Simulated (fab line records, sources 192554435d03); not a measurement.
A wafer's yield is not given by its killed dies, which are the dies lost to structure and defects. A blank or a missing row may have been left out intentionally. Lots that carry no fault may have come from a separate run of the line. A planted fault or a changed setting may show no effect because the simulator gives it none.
Matching of chambers + flow n5 finfet + 4 sister chambers for N5_MOL_CONTACT_COAG_ETCHBACK_132 on rie diel-05
The step etches SiO2 in CHF3, target depth 10 nm, time 6.7 s. 16 wafers are shown with their chamber, then 8 later ones without.

## WAFERS WITH THEIR CHAMBER
| wafer  | chamber | rf vpp V (V) | showerhead plenum p Torr (Torr) | drypump motor current A (A) |
|--------|---------|--------------|---------------------------------|-----------------------------|
| L077.1 | 0       | 528          | 2.41                            | 5.2                         |
| L077.2 | 2       | 533          | 2.42                            | 5.3                         |
| L077.3 | 1       | 507          | 2.35                            | 6.4                         |
| L077.4 | 1       | 505          | 2.35                            | 6.4                         |
| L077.5 | 2       | 533          | 2.42                            | 5.4                         |
| L077.6 | 0       | 528          | 2.41                            | 5.3                         |
| L079.1 | 0       | 527          | 2.41                            | 5.2                         |
| L079.2 | 3       | 542          | 2.34                            | 5.2                         |
| L079.3 | 2       | 533          | 2.41                            | 5.4                         |
| L079.4 | 1       | 505          | 2.35                            | 6.5                         |
| L079.5 | 1       | 505          | 2.35                            | 6.4                         |
| L079.6 | 2       | 534          | 2.41                            | 5.4                         |
| L080.2 | 3       | 542          | 2.34                            | 5.3                         |
| L080.3 | 2       | 533          | 2.41                            | 5.4                         |
| L080.5 | 1       | 505          | 2.35                            | 6.4                         |
| L093.1 | 1       | 506          | 2.34                            | 6.4                         |

SIGNATURES (averages over the wafers above)
| reading                  | chamber 0 | chamber 1 | chamber 2 | chamber 3 | scatter within a chamber |
|--------------------------|-----------|-----------|-----------|-----------|--------------------------|
| rf vpp V                 | 527.67    | 505.50    | 533.20    | 542.00    | 0.643                    |
| showerhead plenum p Torr | 2.4100    | 2.3483    | 2.4140    | 2.3400    | 0.00412                  |
| drypump motor current A  | 5.233     | 6.417     | 5.380     | 5.250     | 0.0483                   |
Rule: for each reading, subtract the chamber's mean from the wafer's reading, divide by that reading's scatter and square the result; add these up over the readings and take the root, which gives the wafer's distance from the chamber. If the next closest chamber is less than 2 further off than the closest, the wafer can't be placed; otherwise it belongs to the closest. The scatter is the square root of a quotient: the sum, over the shown wafers, of each reading's squared deviation from its chamber's mean, divided by wafers minus chambers.

## WAFERS MISSING THEIR CHAMBER
| wafer  | rf vpp V (V) | showerhead plenum p Torr (Torr) | drypump motor current A (A) |
|--------|--------------|---------------------------------|-----------------------------|
| L093.2 | 542          | 2.33                            | 5.2                         |
| L093.3 | 534          | 2.41                            | 5.4                         |
| L093.4 | 527          | 2.40                            | 5.2                         |
| L093.5 | 533          | 2.41                            | 5.4                         |
| L093.6 | 505          | 2.34                            | 6.4                         |
| L096.2 | 525          | 2.40                            | 5.2                         |
| L096.3 | 534          | 2.40                            | 5.4                         |
| L096.4 | 506          | 2.34                            | 6.4                         |

## CHAMBER TAKEN BY EACH
| wafer  | from the rows above | in truth |
|--------|---------------------|----------|
| L093.2 | 3                   | 3        |
| L093.3 | 2                   | 2        |
| L093.4 | 0                   | 0        |
| L093.5 | 2                   | 2        |
| L093.6 | 1                   | 1        |
| L096.2 | 0                   | 0        |
| L096.3 | 2                   | 2        |
| L096.4 | 1                   | 1        |
Correct placement for 8 of the 8. Can't be placed from these rows: 0. 0 placed wrongly.
